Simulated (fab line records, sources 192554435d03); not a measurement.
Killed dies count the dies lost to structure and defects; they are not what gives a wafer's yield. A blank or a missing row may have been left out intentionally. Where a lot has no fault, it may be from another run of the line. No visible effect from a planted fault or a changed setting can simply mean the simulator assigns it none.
Split-lot experiment || flow n5_finfet || 21 wafers read from 7 lots, route of 1938 steps

== SPLIT DETAILS ==
At N5_BEOL_M8_TRENCH_ETCH_37 (etches SiCOH lowk in C4F6/O2, target depth 93.478 nm, time 31.2 s), the setting time_s was moved away from the recipe's 31.2 s on 6 of the 21 wafers read, by -18.0% to +16.3%. This setting was run at the recipe's value on the other wafers.

== FROM THE SPLIT TO THE READING: what the file shows between them, 11 steps ==
- N5_BEOL_M8_ETCH_41: etches SiCN in CH3F/O2, target depth 31.9 nm, time 57.8 s
- N5_BEOL_M8_STRIP_80: strips in N2/H2, time 10 s
- N5_BEOL_M8_OCD_MEAS_38
- N5_BEOL_M8_HM_STRIP_39: strips TiN in peroxide tin strip, target depth 25 nm, time 158 s
- N5_BEOL_M8_SRD_40: time 30 s
- N5_BEOL_M8_ECD_50: material Cu, target thk 300 nm
- N5_BEOL_M8_ANNEAL_51: time 90 s
- N5_BEOL_M8_CMP_52: polishes, stops on SiCOH lowk, t overpolish 6.9 s, target thk 80 nm
- N5_BEOL_M8_THK_MEAS_53: measures by xrf
- N5_BEOL_M8_PRE_CLEAN_55: time 15 s
- N5_BEOL_M8_DEP_56: deposits SiCN from 3MS/NH3, target thk 10 nm, time 17.5 s

== THE READING ==
At N5_BEOL_M8_RS_MEAS_57, a four-point-probe measurement gives M8_RS in ohm/sq. Fault-free wafers of this fab line usually give 0.281 ohm/sq, standard deviation 0.0097 ohm/sq.

{"wafer": "L079.2", "tool, chamber at the split": "rie_diel-01, 0", "time_s as run, s": 36.3, "against the recipe": "+16.3%", "M8_RS, ohm/sq": 0.232, "against lot-mates on the recipe": -0.039}
{"wafer": "L079.5", "tool, chamber at the split": "rie_diel-01, 2", "time_s as run, s": 31.2, "against the recipe": "recipe", "M8_RS, ohm/sq": 0.271, "against lot-mates on the recipe": "-"}
{"wafer": "L079.6", "tool, chamber at the split": "rie_diel-01, 3", "time_s as run, s": 36.3, "against the recipe": "+16.3%", "M8_RS, ohm/sq": 0.224, "against lot-mates on the recipe": -0.047}
{"wafer": "L078.1", "tool, chamber at the split": "rie_diel-01, 1", "time_s as run, s": 31.2, "against the recipe": "recipe", "M8_RS, ohm/sq": 0.281, "against lot-mates on the recipe": "-"}
{"wafer": "L078.3", "tool, chamber at the split": "rie_diel-01, 0", "time_s as run, s": 31.2, "against the recipe": "recipe", "M8_RS, ohm/sq": 0.286, "against lot-mates on the recipe": "-"}
{"wafer": "L078.5", "tool, chamber at the split": "rie_diel-01, 1", "time_s as run, s": 31.2, "against the recipe": "recipe", "M8_RS, ohm/sq": 0.281, "against lot-mates on the recipe": "-"}
{"wafer": "L081.3", "tool, chamber at the split": "rie_diel-01, 0", "time_s as run, s": 31.2, "against the recipe": "recipe", "M8_RS, ohm/sq": 0.281, "against lot-mates on the recipe": "-"}
{"wafer": "L081.4", "tool, chamber at the split": "rie_diel-01, 3", "time_s as run, s": 31.2, "against the recipe": "recipe", "M8_RS, ohm/sq": 0.265, "against lot-mates on the recipe": "-"}
{"wafer": "L081.6", "tool, chamber at the split": "rie_diel-01, 3", "time_s as run, s": 31.2, "against the recipe": "recipe", "M8_RS, ohm/sq": 0.266, "against lot-mates on the recipe": "-"}
{"wafer": "L083.1", "tool, chamber at the split": "rie_diel-06, 1", "time_s as run, s": 31.2, "against the recipe": "recipe", "M8_RS, ohm/sq": 0.291, "against lot-mates on the recipe": "-"}
{"wafer": "L083.2", "tool, chamber at the split": "rie_diel-06, 2", "time_s as run, s": 25.89, "against the recipe": "-17.0%", "M8_RS, ohm/sq": 0.363, "against lot-mates on the recipe": "+0.072"}
{"wafer": "L083.4", "tool, chamber at the split": "rie_diel-06, 1", "time_s as run, s": 25.89, "against the recipe": "-17.0%", "M8_RS, ohm/sq": 0.401, "against lot-mates on the recipe": "+0.110"}
{"wafer": "L086.2", "tool, chamber at the split": "rie_diel-03, 2", "time_s as run, s": 25.59, "against the recipe": "-18.0%", "M8_RS, ohm/sq": 0.378, "against lot-mates on the recipe": "+0.083"}
{"wafer": "L086.4", "tool, chamber at the split": "rie_diel-03, 0", "time_s as run, s": 31.2, "against the recipe": "recipe", "M8_RS, ohm/sq": 0.295, "against lot-mates on the recipe": "-"}
{"wafer": "L086.6", "tool, chamber at the split": "rie_diel-03, 0", "time_s as run, s": 25.59, "against the recipe": "-18.0%", "M8_RS, ohm/sq": 0.391, "against lot-mates on the recipe": "+0.096"}
{"wafer": "L089.2", "tool, chamber at the split": "rie_diel-06, 1", "time_s as run, s": 31.2, "against the recipe": "recipe", "M8_RS, ohm/sq": 0.290, "against lot-mates on the recipe": "-"}
{"wafer": "L089.4", "tool, chamber at the split": "rie_diel-06, 0", "time_s as run, s": 31.2, "against the recipe": "recipe", "M8_RS, ohm/sq": 0.281, "against lot-mates on the recipe": "-"}
{"wafer": "L089.5", "tool, chamber at the split": "rie_diel-06, 2", "time_s as run, s": 31.2, "against the recipe": "recipe", "M8_RS, ohm/sq": 0.275, "against lot-mates on the recipe": "-"}
{"wafer": "L091.1", "tool, chamber at the split": "rie_diel-06, 3", "time_s as run, s": 31.2, "against the recipe": "recipe", "M8_RS, ohm/sq": 0.302, "against lot-mates on the recipe": "-"}
{"wafer": "L091.2", "tool, chamber at the split": "rie_diel-06, 0", "time_s as run, s": 31.2, "against the recipe": "recipe", "M8_RS, ohm/sq": 0.296, "against lot-mates on the recipe": "-"}
{"wafer": "L091.4", "tool, chamber at the split": "rie_diel-06, 1", "time_s as run, s": 31.2, "against the recipe": "recipe", "M8_RS, ohm/sq": 0.283, "against lot-mates on the recipe": "-"}

FIT RESULTS
A straight line over all 21 wafers: M8_RS changes by -0.0049 ohm/sq for each +1% of time_s; r = -0.95; the points scatter about the line by 0.015 ohm/sq.
The same after taking each lot's own level away (the mean of its wafers on the recipe; 21 wafers): -0.00427 ohm/sq for each +1%; r = -0.95; scatter 0.013 ohm/sq.
On that fit, the largest move of time_s shifts the reading by 0.077 ohm/sq.
The span of the lots' own levels, 0.2707 to 0.2950 ohm/sq, comes to 2.5 times the standard deviation stated above.
So the slope is not independent of the lot-to-lot level: the two fits are not the same.
Check: +0.0821 ohm/sq against its lot-mates is what the line predicts for one of the wafers moved furthest among these (-18.0%) when that wafer is left out of the fit. Against them it came out at +0.083 ohm/sq.

== THE WHOLE CHAIN: every reading that the file lists as answering this split, in the file's order ==
{"step": "N5_BEOL_M8_TRENCH_ETCH_37", "what it does": "etches SiCOH lowk in C4F6/O2, target depth 93.478 nm, time 31.2 s", "reading": "BEOL_M8.feature_depth_nm (the simulator's own value, which no gauge read)", "change (the file's fit)": "+0.867 nm for each +1% of the setting", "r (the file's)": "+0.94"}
{"step": "N5_BEOL_M8_TRENCH_ETCH_37", "what it does": "etches SiCOH lowk in C4F6/O2, target depth 93.478 nm, time 31.2 s", "reading": "etch.depth_nm (the simulator's own value, which no gauge read)", "change (the file's fit)": "+0.867 nm for each +1% of the setting", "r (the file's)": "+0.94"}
{"step": "N5_BEOL_M8_OCD_MEAS_38", "what it does": "", "reading": "trench_depth_nm", "change (the file's fit)": "+0.874 nm for each +1% of the setting", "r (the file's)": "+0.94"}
{"step": "N5_BEOL_M8_CMP_52", "what it does": "polishes, stops on SiCOH lowk, t overpolish 6.9 s, target thk 80 nm", "reading": "Cu_of_BEOL_M8_ECD_50.thk_nm (the simulator's own value, which no gauge read)", "change (the file's fit)": "+0.877 nm for each +1% of the setting", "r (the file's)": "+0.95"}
{"step": "N5_BEOL_M8_THK_MEAS_53", "what it does": "measures by xrf", "reading": "M8_THK", "change (the file's fit)": "+0.865 for each +1% of the setting", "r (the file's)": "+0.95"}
{"step": "N5_BEOL_M8_RS_MEAS_57", "what it does": "measures by four-point-probe", "reading": "M8_RS", "change (the file's fit)": "-0.00438 for each +1% of the setting", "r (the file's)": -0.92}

== THE FILE'S OWN FIT ==
M8_RS changes by -0.00438 ohm/sq for each +1% of time_s, r = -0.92.
